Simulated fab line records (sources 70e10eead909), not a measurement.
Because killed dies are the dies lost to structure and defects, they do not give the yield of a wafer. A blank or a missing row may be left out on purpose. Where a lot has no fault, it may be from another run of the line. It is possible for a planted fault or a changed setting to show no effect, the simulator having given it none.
Struck lot and sound lot, side by side ; flow nand-harc ; 24 out of 1302 route steps
Sound: wafers L206.2, L206.3, L206.4. Struck: wafer L217.2 (L217.1, L217.3, from the same lot, were not struck and are left out); the cause is given at the end.
For every step that has rows: the tool of each side, followed by ch and its chambers, followed by its first start. Under that, the readings that differ: sound wafers ; struck wafers ; difference of the means ; sigmas: that difference in standard deviations of wafers without a fault.
alike: words and numbers the same on both sides, and readings whose means are apart by under 2 such deviations; not compared: readings that were withheld, readings missing a value for some wafer, numbers with overlapping values and no deviation given by the record, and bounds like >300 which may hide the same value.
The two part at a step that has a row with sigmas, a row that says differs or no value, or rows on one side only. When numbers do not overlap yet have no deviation, they are printed without sigmas and do not part them. Lack of a reading on every wafer of one side parts them only where that side has two or more wafers.

NHARC_P_M1_INSPECT_27:
  sound: defect-inspect-02 at day 10 02:30; struck: defect-inspect-01 at day 15 00:14
  alike: raw-defect-count
NHARC_P_M1_PRE_CLEAN_32: time 12 s.
  sound on pecvd-03 ch 0,2, day 10 02:35; struck on pecvd-04 ch 1, day 15 00:18
  alike: heater-power-w
NHARC_P_M1_DEP_33: deposits SiCN, target thk 30 nm.
  sound on pecvd-03 ch 0,2, day 10 02:41; struck on pecvd-04 ch 1, day 15 00:23
  alike: heater-power-w
then, 8 steps without rows for these wafers: NHARC_P_M2_DEP_00 (deposits SiOC, target thk 182.5 nm); NHARC_P_M2_DEHYDRATE_01 (time 120 s); NHARC_P_M2_HMDS_02 (time 30 s); NHARC_P_M2_COAT_34 (time 65 s); NHARC_P_M2_COAT_03 (resist thk 90 nm); NHARC_P_M2_SOFTBAKE_04 (time 55 s); NHARC_P_M2_EBR_05; NHARC_P_M2_EXPOSE_06 (exposes mask P M2, target cd 170 nm).
NHARC_P_M2_PEB_07: peb time 65 s.
  sound on litho-track-04 ch 0, day 10 03:41; struck on litho-track-06 ch 0, day 15 01:25
reading;sound;struck;difference;sigmas
heater-power-total-W (W);156.7 157.1 156.3;161.9;+5.2;+13
  alike: resist-line-temp-C
then, 1 step without rows for these wafers: NHARC_P_M2_DEVELOP_08 (develop time 35 s).
NHARC_P_M2_CD_MEAS_09: target cd 170 nm.
  sound on cd-sem-03 ch 0, day 10 03:46; struck on cd-sem-01 ch 0, day 15 01:29
reading;sound;struck;difference;sigmas
cd-nm (nm);170.7 170.3 169.9;168.4;-1.9;-3
NHARC_P_M2_OVL_MEAS_10: pitch 340 nm.
  sound: overlay-02 at day 10 03:52; struck: overlay-02 at day 15 01:35
  alike: overlay-x-nm, overlay-y-nm
NHARC_P_M2_INSPECT_11:
  sound: defect-inspect-02 at day 10 03:54; struck: defect-inspect-02 at day 15 01:37
  alike: raw-defect-count
NHARC_P_M2_DESCUM_14: chemistry O2, time 3 s.
  sound on rie-diel-08 ch 0,1,2, day 10 03:58; struck on rie-diel-01 ch 1, day 15 01:41
reading;sound;struck;difference;sigmas
rf-hours-counter-h (h);1.1 1.3 1.5;7.2;+5.9;
model.P_M2.cd-nm (nm);170.4 170.9 170.5;168.7;-1.9;
  alike: drypump-motor-current-A, o2-flow-sccm, oes-product-au, rf-vpp-V, showerhead-plenum-p-Torr, throttle-valve-pct
NHARC_P_M2_ETCH_35: etches the open film in N2/H2, target depth 40 nm, overetch 12 nm, time 43.94 s.
  sound on rie-diel-08 ch 0,2,3, day 10 04:03; struck on rie-diel-01 ch 0, day 15 01:46
reading;sound;struck;difference;sigmas
rf-hours-counter-h (h);1.5 1.3 1.1;9.9;+8.6;
throttle-valve-pct (%);14.193 14.185 14.182;14.162;-0.025;-2
  alike: drypump-motor-current-A, oes-product-au, rf-vpp-V, showerhead-plenum-p-Torr
NHARC_P_M2_ETCH_15: etches the open film in C4F8/Ar, target depth 182.5 nm, time 91.2 s.
  sound on rie-diel-08 ch 0,1,3; struck on rie-diel-01 ch 1
reading;sound;struck;difference;sigmas
rf-hours-counter-h (h);1.5 1.4 1.3;7.2;+5.8;
  alike: oes-product-au, rf-vpp-V
NHARC_P_M2_CD_MEAS_16:
  sound: cd-sem-01 at day 10 04:16; struck: cd-sem-03 at day 15 01:59
reading;sound;struck;difference;sigmas
cd-nm (nm);170.1 171.4 170.8;168.7;-2.1;-3
NHARC_P_M2_STRIP_18: strips in N2/H2.
  sound on rie-diel-08 ch 1,2,3, day 10 04:20; struck on rie-diel-05 ch 3, day 15 02:04
reading;sound;struck;difference;sigmas
rf-hours-counter-h (h);1.2 1.4 1.3;5.7;+4.4;
  alike: drypump-motor-current-A, oes-product-au, rf-vpp-V, showerhead-plenum-p-Torr, throttle-valve-pct
NHARC_P_M2_ETCH_28: etches the open film in CF4/N2, target depth 30 nm, time 72.99 s.
  sound on rie-diel-08 ch 0,1,3; struck on rie-diel-05 ch 2
reading;sound;struck;difference;sigmas
rf-hours-counter-h (h);1.5 1.4 1.6;5.6;+4.1;
rf-vpp-V (V);312.7 312.6 311.8;317.6;+5.2;+2
model.P_M2.cd-nm (nm);169.7 171.2 171.3;169.3;-1.4;
  alike: drypump-motor-current-A, oes-product-au, showerhead-plenum-p-Torr, throttle-valve-pct
then, 1 step without rows for these wafers: NHARC_P_M2_STRIP_19 (strips in post etch residue remover, time 600 s).
NHARC_END_SORT_01:
  the record has rows for the sound wafers here (prober-01 ch 0, day 28 12:52) and none for the struck ones

== WHERE THEY PART ==
At NHARC_P_M2_PEB_07 first; at NHARC_END_SORT_01 last (within this record only).

WHY: what had been put in by the simulator
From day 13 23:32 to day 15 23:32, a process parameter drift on litho-track-06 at NHARC_P_M2_PEB_07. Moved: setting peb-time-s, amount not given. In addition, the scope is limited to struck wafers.
